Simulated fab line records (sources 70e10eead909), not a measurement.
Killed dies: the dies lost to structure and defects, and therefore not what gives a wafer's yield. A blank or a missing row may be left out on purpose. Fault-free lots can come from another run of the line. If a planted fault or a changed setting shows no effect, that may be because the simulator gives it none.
The tool behind it: which one? -- flow nand harc -- 36 wafers from 12 lots sampled at 5 of the route's 1159 steps

## WHAT EACH GAUGE READ, for each wafer
NHARC_END_SORT_01.
lot,measured,on,killed at array,killed at other,killed at periphery,killed dies,killed open,killed short
L333,day 21 14:48,prober-01,356 21 370,3 2 0,1 0 1,360 23 371,1 2 3,3 1 1
L335,day 22 21:15,prober-01,32 419 26,0 0 2,1 2 1,33 421 29,2 2 6,4 1 1
L336,day 23 02:58,prober-02,32 375 42,6 5 4,1 6 8,39 386 54,3 2 3,3 2 1
L346,day 25 08:47,prober-01,22 19 23,0 0 1,4 5 6,26 24 30,4 3 1,3 3 2

## WHICH TOOL RAN EACH LOT (tool, then ch and the chambers of the sampled wafers, then the start)
lot,NHARC_A_STAIRCASE_TRIM_12,NHARC_A_STAIRCASE_ETCH_13,NHARC_A_STAIRCASE_ETCH_19,NHARC_A_STAIRCASE_ETCH_21
L324,"rie diel-05 ch 0,3, day 10 04:33","rie diel-05 ch 1,2, day 10 04:43","rie diel-05 ch 0,2,3, no start","rie diel-05 ch 0,2,3, no start"
L325,"rie diel-05 ch 0,3, day 11 04:14","rie diel-05 ch 0,1, day 11 04:23","rie diel-05 ch 0,1,2, no start","rie diel-10 ch 0,1,2, no start"
L326,"rie diel-05 ch 0,3, day 11 08:19","rie diel-05 ch 0,3, day 11 08:27","rie diel-05 ch 1,2,3, no start","rie diel-05 ch 0,1,3, no start"
L333,"rie diel-05 ch 0,1,2, day 12 22:22","rie diel-05 ch 0,1, day 12 22:29","rie diel-05 ch 0,3, day 21 14:48 or earlier","rie diel-01 ch 0,1,2, day 21 14:48 or earlier"
L335,"rie diel-05 ch 2,3, day 13 23:07","rie diel-05 ch 0,2,3, day 13 23:16","rie diel-05 ch 1,3, day 22 21:15 or earlier","rie diel-10 ch 0,2,3, day 22 21:15 or earlier"
L336,"rie diel-05 ch 1,2,3, day 14 11:13","rie diel-05 ch 0,2,3, day 14 11:21","rie diel-05 ch 0,1,2, day 23 02:58 or earlier","rie diel-01 ch 0,2,3, day 23 02:58 or earlier"
L340,"rie diel-10 ch 1,3, day 14 16:40","rie diel-10 ch 0,2, day 14 16:49","rie diel-10 ch 1,2, no start","rie diel-01 ch 1,3, no start"
L343,"rie diel-01 ch 0,1,2, day 15 02:23","rie diel-01 ch 1,2,3, day 15 02:31","rie diel-01 ch 0,1,2, no start","rie diel-05 ch 0,1,2, no start"
L341,"rie diel-01 ch 0,2,3, day 15 02:42","rie diel-01 ch 1,2,3, day 15 02:51","rie diel-01 ch 1,2,3, no start","rie diel-05 ch 0,1,3, no start"
L342,"rie diel-10 ch 0,1,3, day 15 07:10","rie diel-10 ch 0,1,2, day 15 07:20","rie diel-10 ch 0,1,2, no start","rie diel-01 ch 0,2,3, no start"
L347,"rie diel-01 ch 0,2,3, day 16 03:34","rie diel-01 ch 0,3, day 16 03:41","rie diel-01 ch 1,2,3, no start","rie diel-01 ch 0,2, no start"
L346,"rie diel-10 ch 1,2,3, day 16 09:16","rie diel-10 ch 1,2,3, day 16 09:24","rie diel-10 ch 0,1,3, day 25 08:47 or earlier","rie diel-05 ch 0,3, day 25 08:47 or earlier"
- NHARC_A_STAIRCASE_TRIM_12: chemistry O2, time 211.2 s.
- NHARC_A_STAIRCASE_ETCH_13: etches the open film in C4F8/O2, target depth 100 nm, time 40.5 s.
- NHARC_A_STAIRCASE_ETCH_19: etches the open film in C4F8/O2, target depth 100 nm, time 40.5 s.
- NHARC_A_STAIRCASE_ETCH_21: etches the open film in C4F8/O2, target depth 100 nm, time 40.5 s.

## WHAT THE TOOLS THEMSELVES READ (means of the sampled wafers that have a number; where no wafer has one, the mark that the record gives instead)
NHARC_A_STAIRCASE_TRIM_12.
lot,tool,drypump motor current A (A),mfc ar sccm (sccm),oes product au (a.u.),rf vpp V (V),showerhead plenum p Torr (Torr),throttle valve pct (%)
L324,rie diel-05,5.4,0.017,1.007,58.0,3.41,17.033
L325,rie diel-05,5.4,0.017,1.006,57.8,3.40,17.026
L326,rie diel-05,5.7,0.022,1.000,56.6,3.34,17.034
L333,rie diel-05,5.8,0.013,0.997,57.6,3.45,17.034
L335,rie diel-05,5.2,0.013,1.009,58.3,3.52,17.044
L336,rie diel-05,5.4,0.008,0.997,57.2,3.50,17.031
L340,rie diel-10,5.4,0.023,1.002,58.7,3.74,17.042
L343,rie diel-01,5.7,0.013,1.010,57.5,3.46,17.039
L341,rie diel-01,5.3,0.011,1.007,58.2,3.51,17.027
L342,rie diel-10,5.3,0.024,1.002,57.5,3.59,17.036
L347,rie diel-01,5.3,0.011,1.012,56.9,3.50,17.035
L346,rie diel-10,5.6,0.032,1.014,58.1,3.70,17.042

NHARC_A_STAIRCASE_ETCH_13.
lot,tool,oes product au (a.u.),rf vpp V (V)
L324,rie diel-05,0.954,897
L325,rie diel-05,0.925,893
L326,rie diel-05,0.929,892
L333,rie diel-05,1.060,888
L335,rie diel-05,1.002,893
L336,rie diel-05,0.996,892
L340,rie diel-10,0.928,897
L343,rie diel-01,0.947,899
L341,rie diel-01,0.939,899
L342,rie diel-10,0.938,898
L347,rie diel-01,0.966,900
L346,rie diel-10,0.953,902

NHARC_A_STAIRCASE_ETCH_19.
lot,tool,oes product au (a.u.),rf vpp V (V)
L324,rie diel-05,0.936,892
L325,rie diel-05,0.940,894
L326,rie diel-05,0.940,896
L333,rie diel-05,0.945,891
L335,rie diel-05,0.951,894
L336,rie diel-05,0.943,892
L340,rie diel-10,0.945,903
L343,rie diel-01,0.951,894
L341,rie diel-01,0.930,898
L342,rie diel-10,0.942,900
L347,rie diel-01,0.949,899
L346,rie diel-10,0.967,898

NHARC_A_STAIRCASE_ETCH_21.
lot,tool,oes product au (a.u.),rf vpp V (V)
L324,rie diel-05,0.942,893
L325,rie diel-10,0.969,899
L326,rie diel-05,0.947,892
L333,rie diel-01,0.925,893
L335,rie diel-10,0.955,898
L336,rie diel-01,0.956,895
L340,rie diel-01,0.950,903
L343,rie diel-05,0.913,892
L341,rie diel-05,0.923,891
L342,rie diel-01,0.972,895
L347,rie diel-01,0.951,890
L346,rie diel-05,0.963,896

## THE ANSWER, worked out from the rows above alone
Rule: what is usual is taken from the lots themselves. The widest of any qualifying gaps counts: lots, ordered by their means at a reading, are off when they make up no more than a third of the lots, leave a main group of 4 or more, and stand apart from it by 3 or more times the standard deviation of that group's means. If all means in a main group match to the digits the tables above print for the reading, that group is not used. Also off: a lot with no number at a reading for which 4 or more lots have one. Where the step has rows for the other lots, those lots are counted as sound. First the gauges in route order, then the tools' own readings, where a lot's mean is used as printed above. At the first step where some lot is off, the reading lying furthest off is the one used; lots without a number count as furthest.
No lot is off on any of the readings shown, so nothing can be concluded from this.

## WHAT THE SIMULATOR HAD INSERTED
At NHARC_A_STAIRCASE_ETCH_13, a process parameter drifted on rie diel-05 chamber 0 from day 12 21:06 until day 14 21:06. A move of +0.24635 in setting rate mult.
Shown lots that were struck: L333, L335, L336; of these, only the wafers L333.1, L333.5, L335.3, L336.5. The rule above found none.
